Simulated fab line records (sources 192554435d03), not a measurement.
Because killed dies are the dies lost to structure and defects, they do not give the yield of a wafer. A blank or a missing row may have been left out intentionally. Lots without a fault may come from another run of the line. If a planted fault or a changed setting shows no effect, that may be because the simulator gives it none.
One fault seen from 3 desks || flow n5_finfet || what lay behind the numbers comes last; until then each desk has only its own

== AT THE METROLOGY DESK ==
Means of the sampled wafers that have a number, per lot and without regard to the tool the lot ran on: this is what the gauges read. Any lot whose mean is over 4 standard deviations away from the usual mean is out of limits and marked OUT; that distance is given in the brackets. Only the readings that lie furthest out on some lot appear, 7 of the 10 it has.
Columns: A = DIBL_N at N5_BEOL_M4_RC_MEAS_101, usual 36.3 mV/V; B = IOFF_P at N5_BEOL_M4_RC_MEAS_101, usual 0.22 nA/um; C = ION_N at N5_BEOL_M4_RC_MEAS_101, usual 676 uA/um; D = ION_P at N5_BEOL_M4_RC_MEAS_101, usual 464 uA/um; E = SS_P at N5_BEOL_M4_RC_MEAS_101, usual 73.3 mV/dec; F = VT_N at N5_BEOL_M4_RC_MEAS_101, usual 249.3 mV; G = VT_P at N5_BEOL_M4_RC_MEAS_101, usual -250 mV
{"lot": "L220", "first seen here": "day 9 01:08", "A": 37.9, "B": 0.25, "C": 672, "D": 462, "E": 74.1, "F": 248.6, "G": -246}
{"lot": "L222", "first seen here": "day 9 08:10", "A": 34.4, "B": 0.19, "C": 685, "D": 468, "E": 73.7, "F": 249.2, "G": -251}
{"lot": "L229", "first seen here": "day 11 14:23", "A": 35.7, "B": 0.22, "C": 673, "D": 462, "E": 73.5, "F": 250.3, "G": -248}
{"lot": "L230", "first seen here": "day 11 17:46", "A": 35.0, "B": 0.22, "C": 672, "D": 464, "E": 72.9, "F": 249.4, "G": -249}
{"lot": "L235", "first seen here": "day 12 13:53", "A": 35.7, "B": 0.18, "C": 670, "D": 457, "E": 73.5, "F": 251.9, "G": -255}
This desk found nothing out of limits on any of the 5 lots.

== THE DEFECT DESK ==
Inspection counts along the route, by lot: the mean over sampled wafers that carry a number. Any lot whose mean is over 4 standard deviations away from the usual mean is out of limits and marked OUT; that distance is given in the brackets.
Columns: A = raw_defect_count at N5_GATE_CUT_INSPECT_15, usual 138
{"lot": "L220", "first seen here": "day 4 15:32", "A": 108}
{"lot": "L222", "first seen here": "day 5 03:20", "A": 180}
{"lot": "L229", "first seen here": "day 7 00:40", "A": 205}
{"lot": "L230", "first seen here": "day 7 08:50", "A": 84}
{"lot": "L235", "first seen here": "day 8 15:31", "A": 102}
{"lot": "L237", "first seen here": "day 9 00:15", "A": 141}
{"lot": "L236", "first seen here": "day 9 02:14", "A": 172}
{"lot": "L238", "first seen here": "day 9 07:48", "A": 132}
This desk found nothing out of limits on any of the 8 lots.

== THE TOOL OWNER'S DESK: rie_metal-01 ==
The tool's own readings at N5_GATE_CUT_CUT_ETCH_54 (etches TiN in Cl2/BCl3, target depth 96.7 nm): means of the sampled wafers that have a number, for each lot that ran on this tool. Any lot whose mean is over 4 standard deviations away from the usual mean is out of limits and marked OUT; that distance is given in the brackets.
Columns: A = bcl3_flow_sccm at N5_GATE_CUT_CUT_ETCH_54, usual 21.76 sccm; B = bias_w at N5_GATE_CUT_CUT_ETCH_54, usual 126.0 W; C = drypump_motor_current_A at N5_GATE_CUT_CUT_ETCH_54, usual 5.8 A; D = etch_rf_on_time_s at N5_GATE_CUT_CUT_ETCH_54, usual 36.9 s; E = oes_product_au at N5_GATE_CUT_CUT_ETCH_54, usual 0.72 a.u.; F = throttle_valve_pct at N5_GATE_CUT_CUT_ETCH_54, usual 22.27 %
{"lot": "L229", "first seen here": "day 7 01:10", "A": 21.68, "B": 126.3, "C": 6.2, "D": 37.4, "E": 0.67, "F": 22.15}
{"lot": "L230", "first seen here": "day 7 09:42", "A": 21.75, "B": 126.0, "C": 6.2, "D": 37.0, "E": 0.67, "F": 22.16}
This desk found nothing out of limits on any of the 2 lots.

== ALL TOGETHER ==
Nothing out of limits was seen by the metrology desk.
Nothing out of limits was seen by the defect desk.
Nothing out of limits was seen by the tool owner's desk.

== WHAT WAS PUT IN BY THE SIMULATOR ==
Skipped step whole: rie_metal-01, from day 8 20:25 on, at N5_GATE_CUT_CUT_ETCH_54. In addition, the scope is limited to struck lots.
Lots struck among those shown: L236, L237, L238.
